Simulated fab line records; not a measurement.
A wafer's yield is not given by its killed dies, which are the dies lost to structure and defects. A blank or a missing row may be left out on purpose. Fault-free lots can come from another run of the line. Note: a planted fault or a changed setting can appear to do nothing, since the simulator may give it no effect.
fab line records	flow n5_finfet
[record] lots = 7	wafers = 21
route steps=1938 shown BEOL_M14@1722 BEOL_M15@1800 MIM_BOT_ETCH@1868 PASSIVATION@1929
start_h: start of the lot's first displayed wafer, in hours after the record's first day	wait_h: how many hours have passed since the lot's step before this one	" identical to the entry in the row above	L1.1+2: a single row standing in for several wafers	- no value present, or no start provided	* or withheld: withheld	< > ~ a bound
route shown NAME@n: NAME is a module with steps in the file, n the number in the route of the first one	usual: average and standard deviation across the fault-free wafers	same: alike in all rows	chamber/n: place in a boat	sites: the reading at each site	_std_site: standard deviation of those values	_edge_site: mean of outer sites minus mean of inner sites	radius_mm: for every site, how far away it sits from the centre of the wafer	mask NAME#n: copy n	behind: the most recent tool/chamber to have shaped the wafer	hold: reason for holding the lot/hours on hold/outcome of the hold	device: names the non-switching transistor (n, p or np)	end of line: tests of these same wafers at the route's end	a step without rows: its recipe alone	killed: not the wafer's yield, but the dies lost to structure and defects at the first sort	map: dies across one wafer; x = killed, . = not, _ = none there
set.NAME: the setting the step ran with; set.NAME@STEP: the setting that earlier step ran with	model.NAME: the simulator's own value behind a step, which no gauge read
one table per step and one row per wafer, for lots whose settings were changed on purpose
[[steps]]
[step N5_BEOL_M14_EXPOSE_07]
[recipe] mask_id = V13	na = 0.8	source_shape = annular	sigma_inner = 0.5	sigma_outer = 0.8	polarization = unpolarized	attpsm_phase_deg = 180	dose_mj = 57
lot.wafer	tool	chamber	start_h	wait_h	mask	set.dose_mj
L075.3+5+6	krf_scanner-02	0	288.62	-	V13#0	57
L080.1+2	krf_scanner-02	0	307.85	-	V13#0	59.08
L080.4	"	0	"	"	V13#0	57
L081.1	krf_scanner-02	0	315.61	-	V13#0	57
L081.4+6	"	0	"	"	V13#0	58.23
L087.1+3+4	krf_scanner-01	0	340.65	-	V13#0	57
L089.2+4	krf_scanner-01	0	362.52	-	V13#0	57
L089.5	"	0	"	"	V13#0	55.78
L090.1+2	krf_scanner-01	0	382.09	-	V13#0	57
L090.5	"	0	"	"	V13#0	53.69
L094.1+5	krf_scanner-02	0	412.63	-	V13#0	54.93
L094.6	"	0	"	"	V13#0	57
[step N5_BEOL_M14_PEB_08]
[recipe] peb_temp_c = 130	peb_time_s = 90
[step N5_BEOL_M14_DEVELOP_09]
[recipe] develop_time_s = 45	rinse_liquid = diw	dry = air_spin	dev_temp_c = 21
[step N5_BEOL_M14_HARDBAKE_14]
[recipe] temp_c = 130	time_s = 120
[step N5_BEOL_M14_CD_MEAS_10]
[recipe] target_cd_nm = 250	landing_energy_ev = 500	detector = se_inlens	polarity = opening
[usual] cd_nm = 249.8/1.6
lot.wafer	tool	chamber	start_h	wait_h	set.dose_mj@BEOL_M14_EXPOSE_07	cd_nm
L075.3	cd_sem-03	0	288.79	-	57	252.6
L075.5	"	0	"	"	57	249.2
L075.6	"	0	"	"	57	250.5
L080.1	cd_sem-01	0	308.03	-	59.08	255.0
L080.2	"	0	"	"	59.08	254.3
L080.4	"	0	"	"	57	246.7
L081.1	cd_sem-03	0	315.78	-	57	249.6
L081.4	"	0	"	"	58.23	250.5
L081.6	"	0	"	"	58.23	252.5
L087.1	cd_sem-02	0	340.82	-	57	250.3
L087.3	"	0	"	"	57	249.0
L087.4	"	0	"	"	57	248.6
L089.2	cd_sem-03	0	362.69	-	57	252.1
L089.4	"	0	"	"	57	248.2
L089.5	"	0	"	"	55.78	247.3
L090.1	cd_sem-01	0	382.27	-	57	249.9
L090.2	"	0	"	"	57	249.4
L090.5	"	0	"	"	53.69	241.7
L094.1	cd_sem-03	0	412.81	-	54.93	244.3
L094.5	"	0	"	"	54.93	246.2
L094.6	"	0	"	"	57	252.5
[step N5_BEOL_M14_DESCUM_15]
[recipe] chemistry = O2	time_s = 7.9	source_power_w = 50	bias_power_w = 20	pressure_mtorr = 20	rf_frequency_hz = 2.712e+07	temp_c = 40	o2_flow_sccm = 225
lot.wafer	tool	chamber	start_h	wait_h	set.spin_rpm@BEOL_M14_COAT_04	model.coat_of_BEOL_M14_COAT_04.thk_nm
L075.3	rie_diel-05	0	288.88	0.0	1704	782
L075.5	"	1	"	"	1704	780
L075.6	"	0	"	"	1704	781.2
L080.1	rie_diel-02	1	308.12	0.0	1704	783.6
L080.2	"	3	"	"	1704	780
L080.4	"	2	"	"	1704	777.6
L081.1+6	rie_diel-06	3,0	315.90	0.1	1704	782.8
L081.4	"	1	"	"	1582	815
L087.1	rie_diel-05	0	340.91	0.0	1768	769.4
L087.3	"	3	"	"	1704	781.2
L087.4	"	1	"	"	1768	767.4
L089.2	rie_diel-06	0	362.78	0.0	1800	763.6
L089.4	"	3	"	"	1704	785.8
L089.5	"	0	"	"	1704	786.6
L090.1	rie_diel-05	0	382.36	0.0	1704	786.2
L090.2	"	1	"	"	1538	828.6
L090.5	"	2	"	"	1704	785.2
L094.1	rie_diel-06	1	412.92	0.1	1631	801.4
L094.5	"	1	"	"	1704	786.4
L094.6	"	0	"	"	1704	783.2
[step N5_BEOL_M14_ETCH_59]
[recipe] chemistry = N2/H2	target = BARC	target_depth_a = 890	overetch_a = 267	time_s = 67.9	ion_energy_ev = 200	pressure_mtorr = 30	source_w = 840	bias_w = 150	n2_flow_sccm = 200	h2_flow_sccm = 200
lot.wafer	tool	chamber	start_h	wait_h	set.spin_rpm@BEOL_M14_COAT_04	model.coat_of_BEOL_M14_COAT_04.thk_nm
L075.3	rie_diel-05	0	288.91	0.0	1704	719.4
L075.5	"	1	"	"	1704	716
L075.6	"	0	"	"	1704	718.8
L080.1	rie_diel-02	1	308.15	0.0	1704	720.8
L080.2	"	3	"	"	1704	714.6
L080.4	"	2	"	"	1704	714
L081.1	rie_diel-06	3	315.93	0.0	1704	718.6
L081.4	"	1	"	"	1582	750.4
L081.6	"	0	"	"	1704	718.4
L087.1	rie_diel-05	0	340.95	0.0	1768	707.2
L087.3	"	3	"	"	1704	714.6
L087.4	"	1	"	"	1768	703.4
L089.2	rie_diel-06	0	362.81	0.0	1800	699.2
L089.4+5	"	3,0	"	"	1704	722.2
L090.1	rie_diel-05	0	382.39	0.0	1704	724
L090.2	"	1	"	"	1538	764.4
L090.5	"	2	"	"	1704	721.8
L094.1	rie_diel-06	1	412.96	0.0	1631	736
L094.5	"	1	"	"	1704	721.4
L094.6	"	0	"	"	1704	718.2
[step N5_BEOL_M14_VIA_ETCH_16]
[recipe] chemistry = C4F8/O2/Ar	target = SiO2	he_inner_torr = 15	he_outer_torr = 30	target_depth_a = 12313	time_s = withheld	ion_energy_ev = 800	pressure_mtorr = 20	source_w = 1905	bias_w = 2040	Ar_flow_sccm = 400	C4F8_flow_sccm = 16	O2_flow_sccm = 12	ends = cleared
lot.wafer	tool	chamber	start_h	wait_h	set.spin_rpm@BEOL_M14_COAT_04	model.coat_of_BEOL_M14_COAT_04.thk_nm
L075.3	rie_diel-05	0	288.96	0.0	1704	461
L075.5	"	1	"	"	1704	453.4
L075.6	"	0	"	"	1704	453.6
L080.1	rie_diel-02	1	308.20	0.0	1704	458.2
L080.2	"	3	"	"	1704	453
L080.4	"	2	"	"	1704	451.4
L081.1	rie_diel-06	3	315.98	0.0	1704	454.4
L081.4	"	1	"	"	1582	487.6
L081.6	"	0	"	"	1704	451.6
L087.1	rie_diel-05	0	341.00	0.0	1768	448.6
L087.3	"	3	"	"	1704	454.6
L087.4	"	1	"	"	1768	443.4
L089.2	rie_diel-06	0	362.86	0.0	1800	435.8
L089.4	"	3	"	"	1704	449.6
L089.5	"	0	"	"	1704	455.4
L090.1	rie_diel-05	0	382.44	0.0	1704	459.8
L090.2	"	1	"	"	1538	507.8
L090.5	"	2	"	"	1704	458.4
L094.1	rie_diel-06	1	413.01	0.0	1631	482
L094.5	"	1	"	"	1704	467.4
L094.6	"	0	"	"	1704	456.4
[step N5_BEOL_M14_STRIP_63]
[recipe] chemistry = O2	power_w = 600	temp_c = 60	pressure_mtorr = 30	rf_frequency_hz = 6e+07	bias_power_w = 0	overash_fraction = 0.3	o2_flow_sccm = 225
[step N5_BEOL_M14_STRIP_64]
[recipe] chemistry = O2	power_w = 600	temp_c = 60	pressure_mtorr = 30	rf_frequency_hz = 6e+07	bias_power_w = 0	overash_fraction = 0.3	o2_flow_sccm = 225
[step N5_BEOL_M14_STRIP_71]
[recipe] chemistry = post_etch_residue_remover	time_s = 60	temp_c = 25	remover_ph = withheld	remover_water_wt_pct = withheld	remover_fluoride_wt_pct = withheld
[step N5_BEOL_M14_SRD_72]
[recipe] time_s = 30	temp_c = 23	rinse_liquid = diw	dry = n2_spin	spin_rpm = 1500	dry_time_s = 30
[step N5_BEOL_M14_CD_MEAS_17]
[recipe] target_cd_nm = 250	polarity = opening
[usual] cd_nm = 250.8/1.8
lot.wafer	tool	chamber	start_h	wait_h	set.dose_mj@BEOL_M14_EXPOSE_07	cd_nm
L075.3	cd_sem-01	-	289.31	0.0	57	253.6
L075.5	"	-	"	"	57	249.5
L075.6	"	-	"	"	57	251.7
L080.1	cd_sem-01	-	308.59	0.0	59.08	255.2
L080.2	"	-	"	"	59.08	254.3
L080.4	"	-	"	"	57	247.9
L081.1	cd_sem-03	-	316.37	0.0	57	250.5
L081.4	"	-	"	"	58.23	252.7
L081.6	"	-	"	"	58.23	253.4
L087.1	cd_sem-03	-	341.35	0.0	57	252.1
L087.3	"	-	"	"	57	249.1
L087.4	"	-	"	"	57	248.9
L089.2	cd_sem-03	-	363.21	0.0	57	253.7
L089.4	"	-	"	"	57	250.0
L089.5	"	-	"	"	55.78	248.9
L090.1	cd_sem-01	-	382.79	0.0	57	251.1
L090.2	"	-	"	"	57	249.9
L090.5	"	-	"	"	53.69	242.6
L094.1	cd_sem-03	-	413.36	0.0	54.93	245.0
L094.5	"	-	"	"	54.93	246.3
L094.6	"	-	"	"	57	252.8
[step N5_BEOL_M15_EXPOSE_25]
[recipe] mask_id = M15	na = 0.8	source_shape = annular	sigma_inner = 0.5	sigma_outer = 0.8	polarization = unpolarized	target_cd_nm = 400	dose_mj = 35.5
lot.wafer	tool	chamber	start_h	wait_h	mask	set.dose_mj
L075.3+5+6	krf_scanner-02	0	296.18	-	M15#0	35.5
L080.1+2	krf_scanner-02	0	314.22	-	M15#0	33.28
L080.4	"	0	"	"	M15#0	35.5
L081.1+4+6	krf_scanner-01	0	322.43	-	M15#0	35.5
L087.1+4	krf_scanner-02	0	347.53	-	M15#0	35.5
L087.3	"	0	"	"	M15#0	33.14
L089.2+5	krf_scanner-02	0	373.15	-	M15#0	35.5
L089.4	"	0	"	"	M15#0	37.51
L090.1+2	krf_scanner-01	0	390.52	-	M15#0	35.5
L090.5	"	0	"	"	M15#0	34.22
L094.1+5	krf_scanner-01	0	419.20	-	M15#0	35.5
L094.6	"	0	"	"	M15#0	37.75
[step N5_BEOL_M15_PEB_26]
[recipe] peb_temp_c = 130	peb_time_s = 90
lot.wafer	tool	chamber	start_h	wait_h	set.peb_temp_c
L075.3+5+6	litho_track-01	0	296.22	0.0	130
L080.1+2+4	litho_track-05	0	314.27	0.1	130
L081.1+4	litho_track-04	0	322.49	0.1	130
L081.6	"	0	"	"	132.8
L087.1+4	litho_track-04	0	347.58	0.1	131.9
L087.3	"	0	"	"	130
L089.2+4	litho_track-05	0	373.21	0.0	130
L089.5	"	0	"	"	126.9
L090.1+2+5	litho_track-01	0	390.58	0.1	130
L094.1	litho_track-04	0	419.25	0.1	130
L094.5+6	"	0	"	"	133.1
[step N5_BEOL_M15_DEVELOP_27]
[recipe] develop_time_s = 45	rinse_liquid = diw	dry = air_spin	dev_temp_c = 21
[step N5_BEOL_M15_HARDBAKE_32]
[recipe] temp_c = 130	time_s = 120
[step N5_BEOL_M15_CD_MEAS_28]
[recipe] target_cd_nm = 407.6	landing_energy_ev = 500	detector = se_inlens
[usual] cd_nm = 407.1/2
lot.wafer	tool	chamber	start_h	wait_h	set.dose_mj@BEOL_M15_EXPOSE_25	set.peb_temp_c@BEOL_M15_PEB_26	cd_nm
L075.3	cd_sem-03	0	296.34	-	35.5	130	409.6
L075.5	"	0	"	"	35.5	130	408.3
L075.6	"	0	"	"	35.5	130	410.3
L080.1	cd_sem-02	0	314.39	-	33.28	130	398.7
L080.2	"	0	"	"	33.28	130	396.2
L080.4	"	0	"	"	35.5	130	407.9
L081.1	cd_sem-03	0	322.60	-	35.5	130	405.9
L081.4	"	0	"	"	35.5	130	406.4
L081.6	"	0	"	"	35.5	132.8	416.9
L087.1	cd_sem-01	0	347.70	-	35.5	131.9	413.0
L087.3	"	0	"	"	33.14	130	395.8
L087.4	"	0	"	"	35.5	131.9	411.6
L089.2	cd_sem-02	0	373.32	-	35.5	130	411.5
L089.4	"	0	"	"	37.51	130	418.6
L089.5	"	0	"	"	35.5	126.9	394.9
L090.1	cd_sem-02	0	390.69	-	35.5	130	409.1
L090.2	"	0	"	"	35.5	130	408.5
L090.5	"	0	"	"	34.22	130	401.9
L094.1	cd_sem-02	0	419.37	-	35.5	130	404.6
L094.5	"	0	"	"	35.5	133.1	415.7
L094.6	"	0	"	"	37.75	133.1	425.8
[step N5_BEOL_M15_DESCUM_33]
[recipe] chemistry = O2	time_s = 7.9	source_power_w = 50	bias_power_w = 20	pressure_mtorr = 20	rf_frequency_hz = 2.712e+07	temp_c = 40	o2_flow_sccm = 225
lot.wafer	tool	chamber	start_h	wait_h	set.dose_mj@BEOL_M15_EXPOSE_25	set.peb_temp_c@BEOL_M15_PEB_26	model.BEOL_M15.cd_nm
L075.3+6	rie_diel-01	2,3	296.45	0.1	35.5	130	409.8
L075.5	"	0	"	"	35.5	130	408.4
L080.1	rie_diel-03	1	314.48	0.0	33.28	130	399
L080.2	"	0	"	"	33.28	130	396.6
L080.4	"	2	"	"	35.5	130	408.2
L081.1	rie_diel-03	0	322.69	0.0	35.5	130	406
L081.4	"	3	"	"	35.5	130	406.4
L081.6	"	3	"	"	35.5	132.8	416.8
L087.1	rie_diel-01	1	347.79	0.0	35.5	131.9	412.4
L087.3	"	3	"	"	33.14	130	396
L087.4	"	2	"	"	35.5	131.9	411.6
L089.2	rie_diel-04	3	373.43	0.1	35.5	130	411.2
L089.4	"	2	"	"	37.51	130	418.6
L089.5	"	3	"	"	35.5	126.9	394.8
L090.1	rie_diel-03	0	391.12	0.4	35.5	130	409
L090.2	"	3	"	"	35.5	130	408.2
L090.5	"	2	"	"	34.22	130	401.8
L094.1	rie_diel-03	2	419.46	0.0	35.5	130	405
L094.5	"	2	"	"	35.5	133.1	416
L094.6	"	1	"	"	37.75	133.1	425.8
[step N5_BEOL_M15_ETCH_61]
[recipe] chemistry = N2/H2	target = BARC	target_depth_a = 890	overetch_a = 267	time_s = 67.9	ion_energy_ev = 200	pressure_mtorr = 30	source_w = 840	bias_w = 150	n2_flow_sccm = 200	h2_flow_sccm = 200
lot.wafer	tool	chamber	start_h	wait_h	set.dose_mj@BEOL_M15_EXPOSE_25	set.peb_temp_c@BEOL_M15_PEB_26	model.BEOL_M15.cd_nm
L075.3	rie_diel-01	2	296.48	0.0	35.5	130	404
L075.5	"	0	"	"	35.5	130	400.4
L075.6	"	3	"	"	35.5	130	402
L080.1	rie_diel-03	1	314.51	0.0	33.28	130	389.8
L080.2	"	0	"	"	33.28	130	389.4
L080.4	"	2	"	"	35.5	130	399.6
L081.1	rie_diel-03	0	322.72	0.0	35.5	130	398.2
L081.4	"	3	"	"	35.5	130	399.8
L081.6	"	3	"	"	35.5	132.8	410.2
L087.1	rie_diel-01	1	347.82	0.0	35.5	131.9	405.2
L087.3	"	3	"	"	33.14	130	388.4
L087.4	"	2	"	"	35.5	131.9	403.8
L089.2	rie_diel-04	3	373.46	0.0	35.5	130	403.4
L089.4	"	2	"	"	37.51	130	410.2
L089.5	"	3	"	"	35.5	126.9	386
L090.1	rie_diel-03	0	391.16	0.0	35.5	130	402
L090.2	"	3	"	"	35.5	130	402.4
L090.5	"	2	"	"	34.22	130	393.8
L094.1	rie_diel-03	2	419.49	0.0	35.5	130	396.2
L094.5	"	2	"	"	35.5	133.1	406.6
L094.6	"	1	"	"	37.75	133.1	418.6
[step N5_BEOL_M15_TRENCH_ETCH_34]
[recipe] chemistry = C4F8/O2/Ar	target = SiO2	target_depth_a = 8729.3	he_inner_torr = 15	he_outer_torr = 30	time_s = 199	ion_energy_ev = 800	pressure_mtorr = 20	source_w = 1905	bias_w = 2040	Ar_flow_sccm = 400	C4F8_flow_sccm = 16	O2_flow_sccm = 12
lot.wafer	tool	chamber	start_h	wait_h	set.dose_mj@BEOL_M15_EXPOSE_25	set.peb_temp_c@BEOL_M15_PEB_26	model.BEOL_M15.cd_nm
L075.3	rie_diel-01	2	296.54	0.0	35.5	130	404
L075.5	"	0	"	"	35.5	130	400
L075.6	"	3	"	"	35.5	130	401.2
L080.1	rie_diel-03	1	314.56	0.0	33.28	130	390.2
L080.2	"	0	"	"	33.28	130	389.6
L080.4	"	2	"	"	35.5	130	399.6
L081.1	rie_diel-03	0	322.78	0.0	35.5	130	398.4
L081.4	"	3	"	"	35.5	130	400.4
L081.6	"	3	"	"	35.5	132.8	410.8
L087.1	rie_diel-01	1	347.87	0.0	35.5	131.9	405.8
L087.3	"	3	"	"	33.14	130	388.2
L087.4	"	2	"	"	35.5	131.9	403.8
L089.2	rie_diel-04	3	373.51	0.0	35.5	130	402.4
L089.4	"	2	"	"	37.51	130	410
L089.5	"	3	"	"	35.5	126.9	385.6
L090.1	rie_diel-03	0	391.21	0.0	35.5	130	402.2
L090.2	"	3	"	"	35.5	130	402.8
L090.5	"	2	"	"	34.22	130	394.2
L094.1	rie_diel-03	2	419.54	0.0	35.5	130	396.2
L094.5	"	2	"	"	35.5	133.1	406.8
L094.6	"	1	"	"	37.75	133.1	418.8
[step N5_BEOL_M15_STRIP_36]
[recipe] chemistry = O2	power_w = 600	temp_c = 60	pressure_mtorr = 30	rf_frequency_hz = 6e+07	bias_power_w = 0	overash_fraction = 0.3	o2_flow_sccm = 225
[step N5_BEOL_M15_STRIP_62]
[recipe] chemistry = O2	power_w = 600	temp_c = 60	pressure_mtorr = 30	rf_frequency_hz = 6e+07	bias_power_w = 0	overash_fraction = 0.3	o2_flow_sccm = 225
[step N5_BEOL_M15_STRIP_37]
[recipe] chemistry = O2	power_w = 600	temp_c = 60	pressure_mtorr = 30	rf_frequency_hz = 6e+07	bias_power_w = 0	overash_fraction = 0.3	o2_flow_sccm = 225
[step N5_BEOL_M15_ETCH_38]
[recipe] chemistry = CF4/N2	target = SiCN	target_depth_a = 1064	taper_deg = 2	time_s = 120.5	ion_energy_ev = 150	mask_material = SiO2	pressure_mtorr = 40	source_w = 430	bias_w = 70	Ar_flow_sccm = 100	cf4_flow_sccm = 60	n2_flow_sccm = 60
lot.wafer	tool	chamber	start_h	wait_h	set.dose_mj@BEOL_M15_EXPOSE_25	set.peb_temp_c@BEOL_M15_PEB_26	model.BEOL_M15.cd_nm
L075.3	rie_diel-01	3	-	-	35.5	130	404
L075.5	"	0	"	"	35.5	130	400
L075.6	"	3	"	"	35.5	130	401.4
L080.1	rie_diel-03	3	-	-	33.28	130	390.2
L080.2	"	0	"	"	33.28	130	389.8
L080.4	"	1	"	"	35.5	130	399.6
L081.1	rie_diel-04	1	-	-	35.5	130	398.4
L081.4	"	3	"	"	35.5	130	400.4
L081.6	"	1	"	"	35.5	132.8	411
L087.1	rie_diel-01	1	-	-	35.5	131.9	405.6
L087.3	"	3	"	"	33.14	130	388.2
L087.4	"	2	"	"	35.5	131.9	403.8
L089.2	rie_diel-01	3	-	-	35.5	130	402.4
L089.4	"	2	"	"	37.51	130	410
L089.5	"	3	"	"	35.5	126.9	385.8
L090.1	rie_diel-01	3	-	-	35.5	130	402.2
L090.2	"	0	"	"	35.5	130	402.6
L090.5	"	0	"	"	34.22	130	394
L094.1	rie_diel-04	3	-	-	35.5	130	396.2
L094.5	"	2	"	"	35.5	133.1	406.8
L094.6	"	3	"	"	37.75	133.1	418.8
[step N5_MIM_BOT_ETCH_ETCH_00]
[recipe] chemistry = Cl2/BCl3	target = TiN	target_depth_a = 455	ion_energy_ev = 150	pressure_mtorr = 10	icp_w = 1000	bias_w = 126	Cl2_flow_sccm = 53.25	bcl3_flow_sccm = 21.75	Ar_flow_sccm = 25
lot.wafer	tool	chamber	start_h	wait_h	set.icp_w	model.etch.depth_nm
L075.3	rie_metal-01	0	303.21	0.1	1000	45.09
L075.5	"	1	"	"	1000	46.27
L075.6	"	0	"	"	1000	45.15
L080.1	rie_metal-01	0	325.76	0.1	1062	47.68
L080.2	"	0	"	"	1000	44.77
L080.4	"	0	"	"	1062	47.14
L081.1+4	rie_metal-02	0	332.51	0.1	1000	44.74
L081.6	"	1	"	"	1000	45.71
L087.1	rie_metal-02	0	356.39	0.1	1179	51.74
L087.3	"	0	"	"	1179	52.03
L087.4	"	1	"	"	1000	45.07
L089.2	rie_metal-02	0	381.60	0.1	916.4	41.57
L089.4	"	0	"	"	1000	45.05
L089.5	"	1	"	"	916.4	41.96
L090.1	rie_metal-01	1	404.15	0.1	1000	47.29
L090.2	"	0	"	"	1000	45.19
L090.5	"	1	"	"	1000	47.48
L094.1	rie_metal-01	0	430.44	0.1	1142	50.82
L094.5	"	1	"	"	1000	47.48
L094.6	"	0	"	"	1142	50.83
[step N5_PASSIVATION_PASS_ETCH_47]
[recipe] chemistry = CF4/O2	target = SiNx	target_depth_a = 7700	time_s = 385	ion_energy_ev = 100	pressure_mtorr = 40	source_w = 535	bias_w = 49	Ar_flow_sccm = 100	cf4_flow_sccm = 100	O2_flow_sccm = 10
lot.wafer	tool	chamber	start_h	wait_h	set.source_w	model.etch.depth_nm
L075.3	rie_diel-02	0	309.22	0.0	535	778.1
L075.5	"	0	"	"	535	783.3
L075.6	"	3	"	"	535	782
L080.1	rie_diel-05	0	332.15	0.0	535	750.9
L080.2	"	2	"	"	535	770.6
L080.4	"	3	"	"	535	798.5
L081.1	rie_diel-06	1	338.35	0.0	591.4	849.4
L081.4	"	3	"	"	535	770.9
L081.6	"	0	"	"	535	777.2
L087.1	rie_diel-05	0	362.90	0.0	535	748.9
L087.3	"	1	"	"	583.2	835.1
L087.4	"	3	"	"	535	810.5
L089.2	rie_diel-06	3	388.37	0.0	535	763.2
L089.4	"	0	"	"	535	776.5
L089.5	"	2	"	"	535	782.4
L090.1	rie_diel-02	1	411.47	0.0	535	759.2
L090.2	"	2	"	"	535	757.8
L090.5	"	1	"	"	630.4	860.9
L094.1	rie_diel-02	3	436.21	0.0	535	770
L094.5	"	0	"	"	535	781.5
L094.6	"	1	"	"	535	745.5
[[key]]
[split] step = N5_BEOL_M14_EXPOSE_07	setting = dose_mj	stated = 57	by = wafer
[response] step = N5_BEOL_M14_CD_MEAS_10	reading = cd_nm	change = +1.61	per = 1%	r = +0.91
[response] step = N5_BEOL_M14_CD_MEAS_17	reading = cd_nm	change = +1.57	per = 1%	r = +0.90
[split] step = N5_BEOL_M15_EXPOSE_25	setting = dose_mj	stated = 35.5	by = wafer
[response] step = N5_BEOL_M15_CD_MEAS_28	reading = cd_nm	slope = +1.53	per = 1%	together_with = peb_temp_c@BEOL_M15_PEB_26	explained = 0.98
[response] step = N5_BEOL_M15_DESCUM_33	reading = model.BEOL_M15.cd_nm	slope = +1.51	per = 1%	together_with = peb_temp_c@BEOL_M15_PEB_26	explained = 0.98
[response] step = N5_BEOL_M15_ETCH_61	reading = model.BEOL_M15.cd_nm	slope = +1.58	per = 1%	together_with = peb_temp_c@BEOL_M15_PEB_26	explained = 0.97
[response] step = N5_BEOL_M15_TRENCH_ETCH_34	reading = model.BEOL_M15.cd_nm	slope = +1.6	per = 1%	together_with = peb_temp_c@BEOL_M15_PEB_26	explained = 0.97
[response] step = N5_BEOL_M15_ETCH_38	reading = model.BEOL_M15.cd_nm	slope = +1.59	per = 1%	together_with = peb_temp_c@BEOL_M15_PEB_26	explained = 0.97
[split] step = N5_BEOL_M15_PEB_26	setting = peb_temp_c	stated = 130	by = wafer
[response] step = N5_BEOL_M15_CD_MEAS_28	reading = cd_nm	change = +7.37	per = 1%	r = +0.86
[response] step = N5_BEOL_M15_DESCUM_33	reading = model.BEOL_M15.cd_nm	change = +7.28	per = 1%	r = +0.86
[response] step = N5_BEOL_M15_ETCH_61	reading = model.BEOL_M15.cd_nm	change = +7.51	per = 1%	r = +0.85
[response] step = N5_BEOL_M15_TRENCH_ETCH_34	reading = model.BEOL_M15.cd_nm	change = +7.58	per = 1%	r = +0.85
[response] step = N5_BEOL_M15_ETCH_38	reading = model.BEOL_M15.cd_nm	slope = +5.46	per = 1%	together_with = dose_mj@BEOL_M15_EXPOSE_25	explained = 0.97
[split] step = N5_MIM_BOT_ETCH_ETCH_00	setting = icp_w	stated = 1000	by = wafer
[response] step = N5_MIM_BOT_ETCH_ETCH_00	reading = model.etch.depth_nm	change = +0.338	per = 1%	r = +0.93
[split] step = N5_PASSIVATION_PASS_ETCH_47	setting = source_w	stated = 535	by = wafer
[response] step = N5_PASSIVATION_PASS_ETCH_47	reading = model.etch.depth_nm	change = +6.11	per = 1%	r = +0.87
split outside_this_file step=N5_BEOL_M14_COAT_04 setting=spin_rpm
// split outside_this_file: this setting was split too, and the file shows its column; the key of that split is in another file
